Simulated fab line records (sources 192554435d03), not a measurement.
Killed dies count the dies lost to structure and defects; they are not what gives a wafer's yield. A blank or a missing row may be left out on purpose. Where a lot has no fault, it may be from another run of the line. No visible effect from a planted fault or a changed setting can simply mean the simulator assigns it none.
Chamber matching || flow n5_finfet || N5_BEOL_M5_STRIP_64 on rie_diel-03: 4 sister chambers
The step strips in CF4. 18 wafers are shown with their chamber, then 9 later ones without.

== WAFERS PAIRED WITH THEIR CHAMBERS ==
{"wafer": "L076.3", "chamber": 1, "showerhead_plenum_p_Torr (Torr)": 1.84, "throttle_valve_pct (%)": 13.35, "oes_product_au (a.u.)": 0.93}
{"wafer": "L076.4", "chamber": 2, "showerhead_plenum_p_Torr (Torr)": 1.70, "throttle_valve_pct (%)": 13.64, "oes_product_au (a.u.)": 0.70}
{"wafer": "L076.6", "chamber": 2, "showerhead_plenum_p_Torr (Torr)": 1.70, "throttle_valve_pct (%)": 13.63, "oes_product_au (a.u.)": 0.70}
{"wafer": "L078.1", "chamber": 3, "showerhead_plenum_p_Torr (Torr)": 1.83, "throttle_valve_pct (%)": 13.40, "oes_product_au (a.u.)": 0.88}
{"wafer": "L078.2", "chamber": 0, "showerhead_plenum_p_Torr (Torr)": 1.86, "throttle_valve_pct (%)": 14.01, "oes_product_au (a.u.)": 0.72}
{"wafer": "L078.5", "chamber": 0, "showerhead_plenum_p_Torr (Torr)": 1.86, "throttle_valve_pct (%)": 14.00, "oes_product_au (a.u.)": 0.71}
{"wafer": "L082.3", "chamber": 3, "showerhead_plenum_p_Torr (Torr)": 1.83, "throttle_valve_pct (%)": 13.41, "oes_product_au (a.u.)": 0.87}
{"wafer": "L082.4", "chamber": 1, "showerhead_plenum_p_Torr (Torr)": 1.84, "throttle_valve_pct (%)": 13.35, "oes_product_au (a.u.)": 0.91}
{"wafer": "L082.6", "chamber": 0, "showerhead_plenum_p_Torr (Torr)": 1.86, "throttle_valve_pct (%)": 14.02, "oes_product_au (a.u.)": 0.71}
{"wafer": "L081.2", "chamber": 1, "showerhead_plenum_p_Torr (Torr)": 1.84, "throttle_valve_pct (%)": 13.35, "oes_product_au (a.u.)": 0.91}
{"wafer": "L081.3", "chamber": 2, "showerhead_plenum_p_Torr (Torr)": 1.70, "throttle_valve_pct (%)": 13.66, "oes_product_au (a.u.)": 0.69}
{"wafer": "L081.4", "chamber": 0, "showerhead_plenum_p_Torr (Torr)": 1.86, "throttle_valve_pct (%)": 14.03, "oes_product_au (a.u.)": 0.71}
{"wafer": "L084.2", "chamber": 0, "showerhead_plenum_p_Torr (Torr)": 1.86, "throttle_valve_pct (%)": 14.03, "oes_product_au (a.u.)": 0.71}
{"wafer": "L084.3", "chamber": 1, "showerhead_plenum_p_Torr (Torr)": 1.83, "throttle_valve_pct (%)": 13.38, "oes_product_au (a.u.)": 0.91}
{"wafer": "L084.6", "chamber": 2, "showerhead_plenum_p_Torr (Torr)": 1.70, "throttle_valve_pct (%)": 13.67, "oes_product_au (a.u.)": 0.69}
{"wafer": "L088.1", "chamber": 0, "showerhead_plenum_p_Torr (Torr)": 1.86, "throttle_valve_pct (%)": 14.05, "oes_product_au (a.u.)": 0.70}
{"wafer": "L088.5", "chamber": 2, "showerhead_plenum_p_Torr (Torr)": 1.70, "throttle_valve_pct (%)": 13.68, "oes_product_au (a.u.)": 0.68}
{"wafer": "L088.6", "chamber": 3, "showerhead_plenum_p_Torr (Torr)": 1.83, "throttle_valve_pct (%)": 13.43, "oes_product_au (a.u.)": 0.85}

SIGNATURES, as means of the wafers listed above
{"reading": "showerhead_plenum_p_Torr", "chamber 0": 1.8600, "chamber 1": 1.8375, "chamber 2": 1.7000, "chamber 3": 1.8300, "scatter within a chamber": 0.00231}
{"reading": "throttle_valve_pct", "chamber 0": 14.0233, "chamber 1": 13.3575, "chamber 2": 13.6560, "chamber 3": 13.4133, "scatter within a chamber": 0.0177}
{"reading": "oes_product_au", "chamber 0": 0.7100, "chamber 1": 0.9150, "chamber 2": 0.6920, "chamber 3": 0.8667, "scatter within a chamber": 0.00944}
Rule: a wafer's distance from a chamber is the root of the sum, over the readings, of the square of ((its reading less the chamber's mean) divided by the reading's scatter). The wafer belongs to the nearest chamber; if the next one is less than 2 further off, it can't be placed. The scatter is the square root of a quotient: the sum, over the shown wafers, of each reading's squared deviation from its chamber's mean, divided by wafers minus chambers.

== WAFERS WHOSE CHAMBER IS MISSING ==
{"wafer": "L089.1", "showerhead_plenum_p_Torr (Torr)": 1.83, "throttle_valve_pct (%)": 13.40, "oes_product_au (a.u.)": 0.87}
{"wafer": "L089.2", "showerhead_plenum_p_Torr (Torr)": 1.83, "throttle_valve_pct (%)": 13.45, "oes_product_au (a.u.)": 0.85}
{"wafer": "L089.6", "showerhead_plenum_p_Torr (Torr)": 1.70, "throttle_valve_pct (%)": 13.70, "oes_product_au (a.u.)": 0.68}
{"wafer": "L092.2", "showerhead_plenum_p_Torr (Torr)": 1.83, "throttle_valve_pct (%)": 13.42, "oes_product_au (a.u.)": 0.88}
{"wafer": "L092.3", "showerhead_plenum_p_Torr (Torr)": 1.85, "throttle_valve_pct (%)": 14.06, "oes_product_au (a.u.)": 0.71}
{"wafer": "L092.6", "showerhead_plenum_p_Torr (Torr)": 1.69, "throttle_valve_pct (%)": 13.72, "oes_product_au (a.u.)": 0.68}
{"wafer": "L094.2", "showerhead_plenum_p_Torr (Torr)": 1.82, "throttle_valve_pct (%)": 13.48, "oes_product_au (a.u.)": 0.83}
{"wafer": "L094.3", "showerhead_plenum_p_Torr (Torr)": 1.90, "throttle_valve_pct (%)": 13.14, "oes_product_au (a.u.)": 1.00}
{"wafer": "L094.4", "showerhead_plenum_p_Torr (Torr)": 1.85, "throttle_valve_pct (%)": 14.11, "oes_product_au (a.u.)": 0.69}

== EACH ONE'S CHAMBER ==
{"wafer": "L089.1", "from the rows above": 3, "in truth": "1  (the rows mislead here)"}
{"wafer": "L089.2", "from the rows above": 3, "in truth": 3}
{"wafer": "L089.6", "from the rows above": 2, "in truth": 2}
{"wafer": "L092.2", "from the rows above": 3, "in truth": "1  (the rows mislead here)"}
{"wafer": "L092.3", "from the rows above": 0, "in truth": 0}
{"wafer": "L092.6", "from the rows above": 2, "in truth": 2}
{"wafer": "L094.2", "from the rows above": 3, "in truth": 3}
{"wafer": "L094.3", "from the rows above": 1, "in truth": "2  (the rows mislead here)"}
{"wafer": "L094.4", "from the rows above": 0, "in truth": 0}
6 of 9 placed correctly. Number that these rows cannot place: 0. 3 placed wrongly.
